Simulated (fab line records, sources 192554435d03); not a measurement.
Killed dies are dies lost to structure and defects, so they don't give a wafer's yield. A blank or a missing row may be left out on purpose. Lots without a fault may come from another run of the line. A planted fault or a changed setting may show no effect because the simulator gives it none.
fab line records | flow n5_finfet
record lots=5 wafers=15 last_day=16
route steps=1938 shown BEOL_M1@757
lots that met no fault: from a run of the same line without faults
start_h: hours from the record's first day to the start of the lot's first wafer shown | wait_h: hours since the lot's step before | " the same as in the row above | L1.1+2: a row that stands for several wafers | - no value, or no start given | * or withheld: withheld | < > ~ a bound
route shown NAME@n: a module of which the file shows steps, and the number in the route of the first | usual: mean/standard deviation of fault-free wafers | same: alike in all rows | chamber/n: place in a boat | sites: the reading at each site | _std_site: their standard deviation | _edge_site: outer sites' mean less inner sites' | radius_mm: how far each site lies from the wafer's centre | mask NAME#n: copy n | behind: the tool/chamber that last shaped the wafer | hold: why the lot was held/for how many hours/how that ended | device: the transistor (n, p or np) that didn't switch | end of line: the same wafers' tests at the end of the route | a step without rows: its recipe alone | killed: dies lost to structure and defects at the first sort, not the wafer's yield | map: a wafer's dies, x killed, . not, _ none there
set.NAME: the setting as run; set.NAME@STEP: as run at that earlier step | model.NAME: the simulator's own value behind a step, which no gauge read
lots at some steps of the route; a table a step, a row a wafer
services: from which hour (start_h, from the record's first day; less than 0 if before it) a tool's chamber was out of use, for how many hours, and why
## steps
# step N5_BEOL_M1_COAT_73
# recipe resist=underlayer temp_c=205 time_s=60 spin_rpm=1500 resist_thk_nm=5
# usual heater_power_total_W=391.6/1.2
# columns lot.wafer tool chamber start_h wait_h heater_power_total_W
L074.3 litho_track-01 0 - - 391.4
L074.5 " 0 " " 392.9
L074.6 " 0 " " 391.2
L077.1 litho_track-01 0 - - 391.2
L077.2 " 0 " " 393.7
L077.3 " 0 " " 391.0
L078.3 litho_track-04 0 - - 392.8
L078.4 " 0 " " 393.2
L078.5 " 0 " " 391.2
L091.3 litho_track-01 0 - - 393.4
L091.4 " 0 " " 392.2
L091.5 " 0 " " 390.5
L092.2 litho_track-03 0 - - 393.1
L092.3 " 0 " " 393.3
L092.5 " 0 " " 389.5
# step N5_BEOL_M1_COAT_05
# recipe resist=CAR-EUV spin_rpm=1500 resist_thk_nm=30
# columns lot.wafer tool chamber start_h wait_h
L074.3+5+6 litho_track-01 0 - -
L077.1+2+3 litho_track-01 0 - -
L078.3+4+5 litho_track-04 0 - -
L091.3+4+5 litho_track-01 0 - -
L092.2+3+5 litho_track-03 0 - -
# step N5_BEOL_M1_EBR_07
# recipe solvent=PGMEA ebr_width_mm=1.5
# columns lot.wafer tool chamber start_h wait_h
L074.3+5+6 litho_track-01 0 - -
L077.1+2+3 litho_track-01 0 - -
L078.3+4+5 litho_track-04 0 - -
L091.3+4+5 litho_track-01 0 - -
L092.2+3+5 litho_track-03 0 - -
# step N5_BEOL_M1_SOFTBAKE_06
# recipe temp_c=110 time_s=60 resist=CAR-EUV
# usual heater_power_total_W=175.3/1.7
# columns lot.wafer tool chamber start_h wait_h heater_power_total_W
L074.3 litho_track-01 0 - - 173.0
L074.5 " 0 " " 177.6
L074.6 " 0 " " 175.3
L077.1 litho_track-01 0 - - 177.3
L077.2 " 0 " " 173.2
L077.3 " 0 " " 174.7
L078.3 litho_track-04 0 - - 175.6
L078.4 " 0 " " 176.3
L078.5 " 0 " " 175.0
L091.3 litho_track-01 0 - - 175.2
L091.4 " 0 " " 176.1
L091.5 " 0 " " 173.3
L092.2 litho_track-03 0 - - 177.4
L092.3 " 0 " " 177.4
L092.5 " 0 " " 177.7
# step N5_BEOL_M1_EXPOSE_08
# recipe mask_id=M1 na=0.33 source_shape=dipole sigma_inner=0.369 sigma_outer=0.767 polarization=unpolarized dose_mj=33
# same sigma_inner=0.369
# columns lot.wafer tool chamber start_h wait_h mask
L074.3+5+6 euv_scanner-01 0 132.66 - M1#0
L077.1+2+3 euv_scanner-01 0 142.29 - M1#0
L078.3+4+5 euv_scanner-01 0 150.39 - M1#0
L091.3+4+5 euv_scanner-01 0 229.29 - M1#0
L092.2+3+5 euv_scanner-01 0 236.99 - M1#0
# step N5_BEOL_M1_PEB_09
# recipe peb_temp_c=100 peb_time_s=60 resist=CAR-EUV
# usual heater_power_total_W=154.1/1.1
# columns lot.wafer tool chamber start_h wait_h heater_power_total_W
L074.3 litho_track-01 0 132.71 0.0 153.7
L074.5 " 0 " " 155.2
L074.6 " 0 " " 155.4
L077.1 litho_track-04 0 142.34 0.1 155.3
L077.2 " 0 " " 152.7
L077.3 " 0 " " 153.1
L078.3 litho_track-01 0 150.44 0.0 154.0
L078.4 " 0 " " 153.1
L078.5 " 0 " " 155.5
L091.3 litho_track-04 0 229.34 0.0 155.4
L091.4 " 0 " " 154.8
L091.5 " 0 " " 155.3
L092.2 litho_track-03 0 237.05 0.0 152.5
L092.3 " 0 " " 154.4
L092.5 " 0 " " 153.7
# step N5_BEOL_M1_DEVELOP_10
# recipe develop_time_s=30 developer=TMAH resist=CAR-EUV rinse_liquid=surfactant_rinse dry=air_spin dev_temp_c=23
# columns lot.wafer tool chamber start_h wait_h
L074.3+5+6 litho_track-01 0 - -
L077.1+2+3 litho_track-04 0 - -
L078.3+4+5 litho_track-01 0 - -
L091.3+4+5 litho_track-04 0 - -
L092.2+3+5 litho_track-03 0 - -
# step N5_BEOL_M1_CD_MEAS_11
# recipe target_cd_nm=17.05 landing_energy_ev=500 detector=se_inlens polarity=opening
# usual cd_nm=17.17/0.23
# columns lot.wafer tool chamber start_h wait_h cd_nm
L074.3 cd_sem-01 0 132.78 - 17.26
L074.5 " 0 " " 17.13
L074.6 " 0 " " 17.38
L077.1 cd_sem-03 0 142.41 - 17.09
L077.2 " 0 " " 17.35
L077.3 " 0 " " 17.11
L078.3 cd_sem-03 0 150.51 - 17.40
L078.4 " 0 " " 17.19
L078.5 " 0 " " 17.40
L091.3 cd_sem-02 0 229.41 - 16.94
L091.4 " 0 " " 17.14
L091.5 " 0 " " 17.27
L092.2 cd_sem-02 0 237.11 - 16.83
L092.3 " 0 " " 17.19
L092.5 " 0 " " 17.33
# step N5_BEOL_M1_OVL_MEAS_12
# recipe points_per_wafer=522
# usual M1_OVL=1.3/0.79
# columns lot.wafer tool chamber start_h wait_h M1_OVL[nm]
L074.3 overlay-02 0 132.82 0.0 0.7
L074.5 " 0 " " 0.6
L074.6 " 0 " " 0.6
L077.1 overlay-01 0 142.44 0.0 0.5
L077.2 " 0 " " 2.0
L077.3 " 0 " " 0.6
L078.3 overlay-01 0 150.55 0.0 0.6
L078.4 " 0 " " 0.3
L078.5 " 0 " " 1.0
L091.3 overlay-01 0 229.45 0.0 1.3
L091.4 " 0 " " 0.6
L091.5 " 0 " " -0.1
L092.2 overlay-02 0 237.15 0.0 0.5
L092.3 " 0 " " 0.3
L092.5 " 0 " " 1.4
# step N5_BEOL_M1_INSPECT_13
# recipe mode=adi inspect_instrument=brightfield
# usual raw_defect_count=434/95
# columns lot.wafer tool chamber start_h wait_h raw_defect_count
L074.3 defect_inspect-02 - 132.87 0.0 468
L074.5 " - " " 480
L074.6 " - " " 507
L077.1 defect_inspect-02 - 142.50 0.1 535
L077.2 " - " " 405
L077.3 " - " " 321
L078.3 defect_inspect-02 - 150.60 0.0 378
L078.4 " - " " 396
L078.5 " - " " 462
L091.3 defect_inspect-02 - 229.50 0.0 468
L091.4 " - " " 633
L091.5 " - " " 482
L092.2 defect_inspect-02 - 237.20 0.0 427
L092.3 " - " " 449
L092.5 " - " " 369
# step N5_BEOL_M1_DESCUM_16
# recipe chemistry=O2 time_s=7 source_power_w=50 bias_power_w=20 pressure_mtorr=20 rf_frequency_hz=2.712e+07 temp_c=40 resist=CAR-EUV o2_flow_sccm=225
# usual drypump_motor_current_A=5.5/0.35 oes_product_au=0.77/0.087 rf_vpp_V=243.4/1.2 showerhead_plenum_p_Torr=2.11/0.061 throttle_valve_pct=20.57/0.25
# columns lot.wafer tool chamber start_h wait_h drypump_motor_current_A oes_product_au rf_hours_counter_h rf_vpp_V showerhead_plenum_p_Torr throttle_valve_pct
L074.3 rie_diel-02 2 132.90 0.0 5.6 0.72 231 243.4 2.12 20.18
L074.5 " 0 " " 5.8 0.91 - 245.0 2.15 20.37
L074.6 " 1 " " 5.9 0.72 - 242.8 2.11 20.46
L077.1 rie_diel-01 2 142.53 0.0 5.9 0.73 200 241.8 2.05 20.62
L077.2 " 1 " " 5.5 0.75 148 243.1 2.16 20.36
L077.3 " 3 " " 5.2 0.69 214 241.8 2.08 20.68
L078.3 rie_diel-06 2 151.16 0.6 5.0 0.87 53 243.5 2.16 20.51
L078.4 " 1 " " 6.0 0.71 208 243.7 2.18 20.81
L078.5 " 3 " " 4.9 0.70 - 241.9 1.98 20.93
L091.3 rie_diel-02 0 229.53 0.0 5.8 0.86 57 243.5 2.14 20.43
L091.4 " 2 " " 5.6 0.98 6 246.5 2.11 19.85
L091.5 " 3 " " 5.7 0.70 - 243.6 2.06 20.79
L092.2 rie_diel-02 0 237.24 0.0 5.9 0.84 60 243.3 2.14 20.44
L092.3 " 1 " " 5.9 0.69 229 242.9 2.10 20.51
L092.5 " 1 " " 5.9 0.70 - 241.8 2.10 20.54
# step N5_BEOL_M1_ETCH_74
# recipe chemistry=N2/H2 target=underlayer target_depth_a=65 mask_material=CAR-EUV time_s=5.2 ion_energy_ev=200 pressure_mtorr=30 source_w=840 bias_w=150 n2_flow_sccm=200 h2_flow_sccm=200 ends=cleared
# usual drypump_motor_current_A=5.5/0.35 etch_rf_on_time_s=5.17/0.17 oes_product_au=0.65/0.07 rf_vpp_V=524.5/2.4 showerhead_plenum_p_Torr=2.55/0.071 throttle_valve_pct=17.9/0.3
# columns lot.wafer tool chamber start_h wait_h drypump_motor_current_A etch_rf_on_time_s oes_product_au rf_hours_counter_h rf_vpp_V showerhead_plenum_p_Torr throttle_valve_pct
L074.3 rie_diel-02 2 132.93 0.0 5.6 5.35 0.60 231 524.8 2.58 17.7
L074.5 " 0 " " 5.8 5.27 0.76 - 525.7 2.57 17.4
L074.6 " 1 " " 5.9 5.36 0.61 - 525.0 2.51 17.7
L077.1 rie_diel-01 2 142.57 0.0 5.8 5.16 0.61 200 523.4 2.52 18.3
L077.2 " 1 " " 5.5 5.27 0.64 148 526.1 2.64 17.9
L077.3 " 3 " " 5.2 5.39 0.59 214 524.0 2.52 18.0
L078.3 rie_diel-06 2 151.19 0.0 5.0 4.95 0.78 53 524.7 2.58 17.7
L078.4 " 1 " " 6.0 5.08 0.60 208 527.9 2.64 18.2
L078.5 " 3 " " 4.9 5.00 0.61 - 519.3 2.39 18.2
L091.3 rie_diel-02 0 229.56 0.0 5.9 5.40 0.72 57 525.0 2.55 17.5
L091.4 " 2 " " 5.6 5.19 0.81 6 526.0 2.57 17.2
L091.5 " 3 " " 5.7 5.17 0.59 - 522.5 2.50 18.3
L092.2 rie_diel-02 0 237.27 0.0 5.9 5.45 0.69 60 524.2 2.55 17.5
L092.3 " 1 " " 5.9 5.33 0.59 229 522.3 2.50 17.7
L092.5 " 1 " " 5.9 5.33 0.59 - 523.6 2.50 17.7
# step N5_BEOL_M1_ETCH_63
# recipe chemistry=CF4 target=SiARC target_depth_a=156 mask_material=CAR-EUV time_s=26 ion_energy_ev=80 pressure_mtorr=40 source_w=545 bias_w=36 Ar_flow_sccm=100 cf4_flow_sccm=100 ends=cleared
# usual drypump_motor_current_A=5.5/0.36 etch_rf_on_time_s=25.8/0.85 oes_product_au=0.65/0.071 rf_vpp_V=184.2/1.1 showerhead_plenum_p_Torr=2.15/0.048 throttle_valve_pct=15.72/0.29
# columns lot.wafer tool chamber start_h wait_h drypump_motor_current_A etch_rf_on_time_s oes_product_au rf_hours_counter_h rf_vpp_V showerhead_plenum_p_Torr throttle_valve_pct
L074.3 rie_diel-02 2 132.95 0.0 5.6 26.8 0.59 231 184.7 2.17 15.55
L074.5 " 0 " " 5.8 26.4 0.76 - 184.2 2.19 15.53
L074.6 " 1 " " 5.9 26.4 0.61 - 183.6 2.14 15.54
L077.1 rie_diel-01 2 142.59 0.0 5.8 25.9 0.62 200 181.6 2.12 15.97
L077.2 " 1 " " 5.6 26.6 0.64 148 185.8 2.21 15.64
L077.3 " 3 " " 5.2 26.6 0.60 214 182.1 2.11 15.84
L078.3 rie_diel-06 2 151.21 0.0 5.0 24.7 0.77 53 184.7 2.15 15.37
L078.4 " 1 " " 6.0 25.4 0.61 208 185.6 2.21 15.87
L078.5 " 3 " " 4.9 25.2 0.61 - 181.6 2.06 16.29
L091.3 rie_diel-02 0 229.58 0.0 5.8 27.2 0.72 57 183.2 2.18 15.60
L091.4 " 2 " " 5.7 26.4 0.81 6 183.9 2.17 15.10
L091.5 " 3 " " 5.7 26.5 0.59 - 183.5 2.10 15.94
L092.2 rie_diel-02 0 237.29 0.0 5.8 27.1 0.71 60 185.2 2.18 15.62
L092.3 " 1 " " 5.9 26.6 0.59 229 183.3 2.13 15.62
L092.5 " 1 " " 5.9 26.6 0.59 - 183.8 2.13 15.60
# step N5_BEOL_M1_ETCH_64
# recipe chemistry=N2/H2 target=SOC target_depth_a=750 overetch_a=150 mask_material=SiARC temp_c=40 time_s=112.5 ion_energy_ev=200 pressure_mtorr=30 source_w=840 bias_w=150 n2_flow_sccm=200 h2_flow_sccm=200
# usual drypump_motor_current_A=5.5/0.35 oes_product_au=0.60/0.064 rf_vpp_V=524.4/2 showerhead_plenum_p_Torr=2.55/0.071 throttle_valve_pct=17.9/0.3
# columns lot.wafer tool chamber start_h wait_h drypump_motor_current_A oes_product_au rf_hours_counter_h rf_vpp_V showerhead_plenum_p_Torr throttle_valve_pct
L074.3 rie_diel-02 2 132.98 0.0 5.7 0.57 231 526.1 2.58 17.6
L074.5 " 0 " " 5.8 0.71 - 525.5 2.57 17.4
L074.6 " 1 " " 5.9 0.58 - 523.3 2.51 17.6
L077.1 rie_diel-01 1 142.61 0.0 5.5 0.60 148 526.6 2.64 17.9
L077.2 " 2 " " 5.9 0.58 200 524.8 2.52 18.3
L077.3 " 3 " " 5.2 0.56 214 521.8 2.52 18.0
L078.3 rie_diel-06 2 151.24 0.0 5.1 0.69 53 526.2 2.58 17.6
L078.4 " 1 " " 6.0 0.56 208 527.9 2.63 18.2
L078.5 " 3 " " 4.9 0.55 - 519.8 2.39 18.1
L091.3 rie_diel-02 0 229.61 0.0 5.8 0.67 57 526.2 2.55 17.5
L091.4 " 2 " " 5.6 0.75 6 524.7 2.57 17.2
L091.5 " 3 " " 5.7 0.55 - 521.9 2.50 18.2
L092.2 rie_diel-02 0 237.32 0.0 5.8 0.67 60 524.4 2.55 17.5
L092.3 " 1 " " 5.9 0.56 229 523.1 2.50 17.7
L092.5 " 1 " " 5.9 0.55 - 521.8 2.50 17.7
# step N5_BEOL_M1_STRIP_65
# recipe chemistry=N2/H2 temp_c=40 n2_flow_sccm=200 h2_flow_sccm=200 rf_frequency_hz=6e+07
# columns lot.wafer tool chamber start_h wait_h
L074.3+5+6 rie_diel-02 2,0,1 133.08 0.1
L077.1+2+3 rie_diel-01 2,1,0 142.72 0.1
L078.3+4+5 rie_diel-06 2,1,3 151.35 0.1
L091.3+4+5 rie_diel-02 0,2,3 229.72 0.1
L092.2+3+5 rie_diel-02 0,1,1 237.42 0.1
# step N5_BEOL_M1_STRIP_75
# recipe chemistry=N2/H2 temp_c=40 n2_flow_sccm=200 h2_flow_sccm=200 rf_frequency_hz=6e+07
# columns lot.wafer tool chamber start_h wait_h
L074.3+5+6 rie_diel-02 2,0,1 133.09 0.0
L077.1+2+3 rie_diel-01 2,1,0 142.73 0.0
L078.3+4+5 rie_diel-06 2,1,3 151.36 0.0
L091.3+4+5 rie_diel-02 0,2,3 229.73 0.0
L092.2+3+5 rie_diel-02 0,1,1 237.43 0.0
# step N5_BEOL_M1_STRIP_66
# recipe chemistry=CF4 resist=SiARC power_w=300 bias_power_w=75 pressure_mtorr=50 cf4_flow_sccm=150 rf_frequency_hz=6e+07
# usual drypump_motor_current_A=5.5/0.35 oes_product_au=0.76/0.08 rf_vpp_V=271.3/1.3 showerhead_plenum_p_Torr=1.80/0.043 throttle_valve_pct=13.69/0.29
# columns lot.wafer tool chamber start_h wait_h drypump_motor_current_A oes_product_au rf_hours_counter_h rf_vpp_V showerhead_plenum_p_Torr throttle_valve_pct
L074.3 rie_diel-02 2 133.10 0.0 5.6 0.70 231 271.2 1.82 13.58
L074.5 " 0 " " 5.8 0.89 - 270.4 1.85 13.54
L074.6 " 1 " " 5.9 0.72 - 270.2 1.79 13.49
L077.1 rie_diel-01 2 142.74 0.0 5.9 0.71 200 271.2 1.75 13.87
L077.2 " 1 " " 5.5 0.75 148 273.5 1.85 13.64
L077.3 " 0 " " 5.3 0.87 23 271.5 1.84 13.74
L078.3 rie_diel-06 2 151.37 0.0 5.0 0.86 53 271.8 1.79 13.33
L078.4 " 1 " " 6.0 0.69 208 272.4 1.85 13.88
L078.5 " 3 " " 4.9 0.69 - 270.1 1.73 14.23
L091.3 rie_diel-02 0 229.74 0.0 5.8 0.84 57 272.6 1.84 13.60
L091.4 " 2 " " 5.7 0.95 6 272.8 1.81 13.07
L091.5 " 3 " " 5.8 0.69 - 270.2 1.75 13.94
L092.2 rie_diel-02 0 237.44 0.0 5.8 0.85 60 272.1 1.84 13.60
L092.3 " 1 " " 5.9 0.70 229 270.3 1.78 13.59
L092.5 " 1 " " 5.9 0.70 - 269.9 1.78 13.56
# step N5_BEOL_M1_HM_OPEN_17
# recipe chemistry=Cl2/BCl3 target_depth_a=200 overetch_a=60 target=TiN mask_material=SOC ion_energy_ev=150 pressure_mtorr=10 icp_w=1000 bias_w=126 Cl2_flow_sccm=53.25 bcl3_flow_sccm=21.75 Ar_flow_sccm=25
# usual drypump_motor_current_A=5.5/0.54 mfc_cl2_sccm=53.29/0.18 oes_product_au=0.65/0.088 throttle_valve_pct=22.0/0.3
# columns lot.wafer tool chamber start_h wait_h drypump_motor_current_A mfc_cl2_sccm oes_product_au rf_hours_counter_h throttle_valve_pct
L074.3 rie_metal-01 1 133.18 0.1 6.6 53.21 0.79 - 21.9
L074.5 " 0 " " 5.0 52.79 0.57 - 22.6
L074.6 " 1 " " 6.6 53.41 0.79 - 21.9
L077.1 rie_metal-02 1 142.78 0.0 5.0 53.00 0.57 84 21.8
L077.2 " 0 " " 5.5 53.29 0.70 28 22.1
L077.3 " 1 " " 5.0 53.36 0.57 - 21.8
L078.3 rie_metal-02 1 151.44 0.1 5.0 53.31 0.58 - 21.8
L078.4 " 0 " " 5.5 53.09 0.70 - 22.1
L078.5 " 0 " " 5.5 53.27 0.70 - 22.1
L091.3 rie_metal-01 0 229.81 0.1 5.0 53.20 0.55 - 22.6
L091.4 " 1 " " 6.6 53.36 0.74 - 21.9
L091.5 " 1 " " 6.6 53.37 0.73 - 21.9
L092.2 rie_metal-01 0 237.48 0.0 5.0 53.33 0.55 104 22.6
L092.3 " 1 " " 6.6 53.23 0.75 - 21.9
L092.5 " 0 " " 5.0 53.24 0.55 - 22.6
# step N5_BEOL_M1_STRIP_19
# recipe chemistry=O2 power_w=400 temp_c=40 pressure_mtorr=30 rf_frequency_hz=6e+07 bias_power_w=0 overash_fraction=0.2 o2_flow_sccm=225
# usual drypump_motor_current_A=5.62/0.29 oes_product_au=0.77/0.097 rf_vpp_V=3.6/0.54 showerhead_plenum_p_Torr=2.11/0.051 throttle_valve_pct=16.78/0.28
# columns lot.wafer tool chamber start_h wait_h drypump_motor_current_A oes_product_au rf_hours_counter_h rf_vpp_V showerhead_plenum_p_Torr throttle_valve_pct
L074.3 rie_diel-01 0 133.36 0.2 5.26 0.93 20 3.8 2.14 16.83
L074.5 " 0 " " 5.29 0.92 - 3.7 2.14 16.83
L074.6 " 1 " " 5.53 0.75 - 3.4 2.17 16.66
L077.1 rie_diel-06 3 142.89 0.1 4.90 0.71 210 3.9 1.99 17.20
L077.2 " 0 " " 5.33 0.76 148 3.6 2.21 16.71
L077.3 " 1 " " 5.93 0.71 205 3.8 2.18 17.00
L078.3 rie_diel-02 0 151.60 0.1 5.84 0.89 31 4.9 2.15 16.63
L078.4 " 1 " " 5.91 0.72 203 3.6 2.11 16.71
L078.5 " 1 " " 5.87 0.72 - 2.3 2.11 16.69
L091.3 rie_diel-02 3 229.89 0.1 5.73 0.69 247 4.7 2.06 17.06
L091.4 " 1 " " 5.88 0.70 226 4.7 2.10 16.75
L091.5 " 3 " " 5.74 0.69 - 3.7 2.06 17.05
L092.2 rie_diel-06 0 237.59 0.1 5.32 0.74 175 3.3 2.20 16.76
L092.3 " 1 " " 5.93 0.70 232 4.0 2.17 17.05
L092.5 " 0 " " 5.32 0.74 - 2.9 2.20 16.73
# step N5_BEOL_M1_CD_MEAS_18
# recipe pitch_nm=36 target_cd_nm=18
# usual cd_nm=18.0/0.39
# columns lot.wafer tool chamber start_h wait_h cd_nm
L074.3 cd_sem-02 - 133.43 0.1 18.4
L074.5 " - " " 18.1
L074.6 " - " " 18.3
L077.1 cd_sem-03 - 142.96 0.0 18.1
L077.2 " - " " 18.6
L077.3 " - " " 17.8
L078.3 cd_sem-03 - 151.68 0.1 18.0
L078.4 " - " " 17.7
L078.5 " - " " 18.5
L091.3 cd_sem-02 - 229.96 0.1 17.4
L091.4 " - " " 18.1
L091.5 " - " " 17.4
L092.2 cd_sem-03 - 237.67 0.1 17.4
L092.3 " - " " 18.3
L092.5 " - " " 17.7
# step N5_BEOL_M1_COAT_67
# recipe resist=SOC temp_c=250 time_s=60 spin_rpm=1500 resist_thk_nm=60
# usual heater_power_total_W=500.4/1.6
# columns lot.wafer tool chamber start_h wait_h heater_power_total_W
L074.3 litho_track-01 0 133.46 0.0 501.0
L074.5 " 0 " " 499.3
L074.6 " 0 " " 499.9
L077.1 litho_track-04 0 143.00 0.0 498.5
L077.2 " 0 " " 499.8
L077.3 " 0 " " 500.2
L078.3 litho_track-01 0 151.71 0.0 498.4
L078.4 " 0 " " 499.1
L078.5 " 0 " " 502.0
L091.3 litho_track-04 0 229.99 0.0 500.9
L091.4 " 0 " " 500.8
L091.5 " 0 " " 497.4
L092.2 litho_track-01 0 237.70 0.0 501.6
L092.3 " 0 " " 501.9
L092.5 " 0 " " 500.2
# step N5_BEOL_M1_COAT_68
# recipe resist=SiARC temp_c=220 time_s=60 spin_rpm=1500 resist_thk_nm=12
# usual heater_power_total_W=427.5/2.1
# columns lot.wafer tool chamber start_h wait_h heater_power_total_W
L074.3 litho_track-01 0 - - 426.4
L074.5 " 0 " " 425.8
L074.6 " 0 " " 426.7
L077.1 litho_track-04 0 - - 425.9
L077.2 " 0 " " 426.3
L077.3 " 0 " " 426.6
L078.3 litho_track-01 0 - - 427.5
L078.4 " 0 " " 424.9
L078.5 " 0 " " 429.8
L091.3 litho_track-04 0 - - 428.6
L091.4 " 0 " " 425.2
L091.5 " 0 " " 427.1
L092.2 litho_track-01 0 - - 424.7
L092.3 " 0 " " 431.1
L092.5 " 0 " " 428.7
# step N5_BEOL_M1_COAT_76
# recipe resist=underlayer temp_c=205 time_s=60 spin_rpm=1500 resist_thk_nm=5
# usual heater_power_total_W=391.6/1.3
# columns lot.wafer tool chamber start_h wait_h heater_power_total_W
L074.3 litho_track-01 0 - - 391.3
L074.5 " 0 " " 392.6
L074.6 " 0 " " 392.2
L077.1 litho_track-04 0 - - 391.3
L077.2 " 0 " " 391.7
L077.3 " 0 " " 392.1
L078.3 litho_track-01 0 - - 389.5
L078.4 " 0 " " 389.8
L078.5 " 0 " " 391.1
L091.3 litho_track-04 0 - - 390.7
L091.4 " 0 " " 391.2
L091.5 " 0 " " 392.8
L092.2 litho_track-01 0 - - 391.2
L092.3 " 0 " " 390.8
L092.5 " 0 " " 389.7
# step N5_BEOL_M1_COAT_22
# recipe resist=CAR-EUV spin_rpm=1500 resist_thk_nm=30
# columns lot.wafer tool chamber start_h wait_h
L074.3+5+6 litho_track-01 0 - -
L077.1+2+3 litho_track-04 0 - -
L078.3+4+5 litho_track-01 0 - -
L091.3+4+5 litho_track-04 0 - -
L092.2+3+5 litho_track-01 0 - -
# step N5_BEOL_M1_EBR_24
# recipe solvent=PGMEA ebr_width_mm=1.5
# columns lot.wafer tool chamber start_h wait_h
L074.3+5+6 litho_track-01 0 - -
L077.1+2+3 litho_track-04 0 - -
L078.3+4+5 litho_track-01 0 - -
L091.3+4+5 litho_track-04 0 - -
L092.2+3+5 litho_track-01 0 - -
# step N5_BEOL_M1_SOFTBAKE_23
# recipe temp_c=110 time_s=60 resist=CAR-EUV
# usual heater_power_total_W=175.2/1.6
# columns lot.wafer tool chamber start_h wait_h heater_power_total_W
L074.3 litho_track-01 0 - - 177.2
L074.5 " 0 " " 177.4
L074.6 " 0 " " 174.4
L077.1 litho_track-04 0 - - 174.4
L077.2 " 0 " " 173.0
L077.3 " 0 " " 177.2
L078.3 litho_track-01 0 - - 176.4
L078.4 " 0 " " 174.1
L078.5 " 0 " " 174.1
L091.3 litho_track-04 0 - - 173.2
L091.4 " 0 " " 174.9
L091.5 " 0 " " 176.6
L092.2 litho_track-01 0 - - 173.7
L092.3 " 0 " " 173.2
L092.5 " 0 " " 177.5
# step N5_BEOL_M1_EXPOSE_25
# recipe mask_id=V0 na=0.33 source_shape=quasar sigma_inner=0.2 sigma_outer=0.8 polarization=unpolarized defocus_nm=5 target_cd_nm=24 dose_mj=63
# same sigma_inner=0.2
# columns lot.wafer tool chamber start_h wait_h mask
L074.3+5+6 euv_scanner-01 0 133.74 - V0#0
L077.1+2+3 euv_scanner-02 0 143.14 - V0#0
L078.3+4+5 euv_scanner-01 0 151.99 - V0#0
L091.3+4+5 euv_scanner-01 0 230.27 - V0#0
L092.2+3+5 euv_scanner-01 0 237.85 - V0#0
# step N5_BEOL_M1_PEB_26
# recipe peb_temp_c=100 peb_time_s=60 resist=CAR-EUV
# usual heater_power_total_W=153.9/1
# columns lot.wafer tool chamber start_h wait_h heater_power_total_W
L074.3 litho_track-04 0 133.81 0.1 152.7
L074.5 " 0 " " 155.5
L074.6 " 0 " " 152.7
L077.1 litho_track-01 0 143.21 0.1 155.2
L077.2 " 0 " " 155.3
L077.3 " 0 " " 155.5
L078.3 litho_track-03 0 152.05 0.1 154.4
L078.4 " 0 " " 154.0
L078.5 " 0 " " 155.1
L091.3 litho_track-01 0 230.34 0.1 155.0
L091.4 " 0 " " 153.1
L091.5 " 0 " " 152.7
L092.2 litho_track-01 0 237.92 0.1 153.0
L092.3 " 0 " " 154.6
L092.5 " 0 " " 153.6
# step N5_BEOL_M1_DEVELOP_27
# recipe develop_time_s=30 developer=TMAH resist=CAR-EUV rinse_liquid=surfactant_rinse dry=air_spin dev_temp_c=23
# columns lot.wafer tool chamber start_h wait_h
L074.3+5+6 litho_track-04 0 - -
L077.1+2+3 litho_track-01 0 - -
L078.3+4+5 litho_track-03 0 - -
L091.3+4+5 litho_track-01 0 - -
L092.2+3+5 litho_track-01 0 - -
# step N5_BEOL_M1_CD_MEAS_28
# recipe landing_energy_ev=500 detector=se_inlens target_cd_y_nm=23.3
# usual cd_nm=24.04/0.28
# columns lot.wafer tool chamber start_h wait_h cd_nm
L074.3 cd_sem-02 0 133.87 - 24.13
L074.5 " 0 " " 24.10
L074.6 " 0 " " 23.81
L077.1 cd_sem-02 0 143.28 - 23.78
L077.2 " 0 " " 23.75
L077.3 " 0 " " 24.02
L078.3 cd_sem-02 0 152.12 - 23.65
L078.4 " 0 " " 24.19
L078.5 " 0 " " 24.24
L091.3 cd_sem-01 0 230.40 - 24.00
L091.4 " 0 " " 24.47
L091.5 " 0 " " 24.42
L092.2 cd_sem-03 0 237.98 - 23.90
L092.3 " 0 " " 23.88
L092.5 " 0 " " 24.19
# step N5_BEOL_M1_OVL_MEAS_29
# recipe points_per_wafer=522
# usual V0_OVL=0.4/0.66
# columns lot.wafer tool chamber start_h wait_h V0_OVL[nm]
L074.3 overlay-02 0 133.91 0.0 0.0
L074.5 " 0 " " 0.4
L074.6 " 0 " " 1.1
L077.1 overlay-01 0 143.31 0.0 1.1
L077.2 " 0 " " 0.1
L077.3 " 0 " " 0.8
L078.3 overlay-02 0 152.16 0.0 0.2
L078.4 " 0 " " 0.4
L078.5 " 0 " " -0.9
L091.3 overlay-01 0 230.44 0.0 0.7
L091.4 " 0 " " 0.9
L091.5 " 0 " " 1.0
L092.2 overlay-01 0 238.02 0.0 -0.1
L092.3 " 0 " " 0.2
L092.5 " 0 " " 0.1
# step N5_BEOL_M1_INSPECT_30
# recipe mode=adi inspect_instrument=brightfield
# usual raw_defect_count=438/95
# columns lot.wafer tool chamber start_h wait_h raw_defect_count
L074.3 defect_inspect-02 - 133.96 0.0 452
L074.5 " - " " 465
L074.6 " - " " 517
L077.1 defect_inspect-02 - 143.37 0.1 509
L077.2 " - " " 406
L077.3 " - " " 305
L078.3 defect_inspect-02 - 152.21 0.0 385
L078.4 " - " " 418
L078.5 " - " " 446
L091.3 defect_inspect-02 - 230.49 0.0 449
L091.4 " - " " 634
L091.5 " - " " 501
L092.2 defect_inspect-02 - 238.07 0.0 426
L092.3 " - " " 423
L092.5 " - " " 352
## services
# columns tool chamber start_h hours kind
rie_diel-01 0 114.37 7.6 repair
euv_scanner-02 - 117.82 1.0 pm
rie_diel-06 1 127.09 2.5 repair
euv_scanner-01 - 131.34 0.5 repair
rie_diel-06 2 139.56 7.7 repair
rie_diel-01 3 142.69 2.2 repair
euv_scanner-01 - 142.94 0.4 repair
rie_metal-02 0 144.98 2.3 repair
euv_scanner-01 - 152.17 4.6 pm
rie_metal-02 - 158.34 0.6 repair
euv_scanner-01 - 158.93 0.9 repair
euv_scanner-02 - 162.88 0.2 repair
euv_scanner-01 - 173.25 5.0 repair
euv_scanner-02 - 178.22 1.0 pm
rie_diel-02 1 178.83 7.1 repair
rie_metal-01 - 179.59 0.4 repair
euv_scanner-01 - 192.31 1.0 pm
rie_diel-02 2 196.07 - clean
euv_scanner-02 - 199.84 9.9 repair
rie_metal-02 0 218.57 12.5 repair
rie_diel-01 2 220.13 3.2 repair
euv_scanner-02 - 230.15 1.0 pm
rie_metal-02 - 233.20 1.2 repair
euv_scanner-02 - 235.67 12.0 pm
## key
fault none
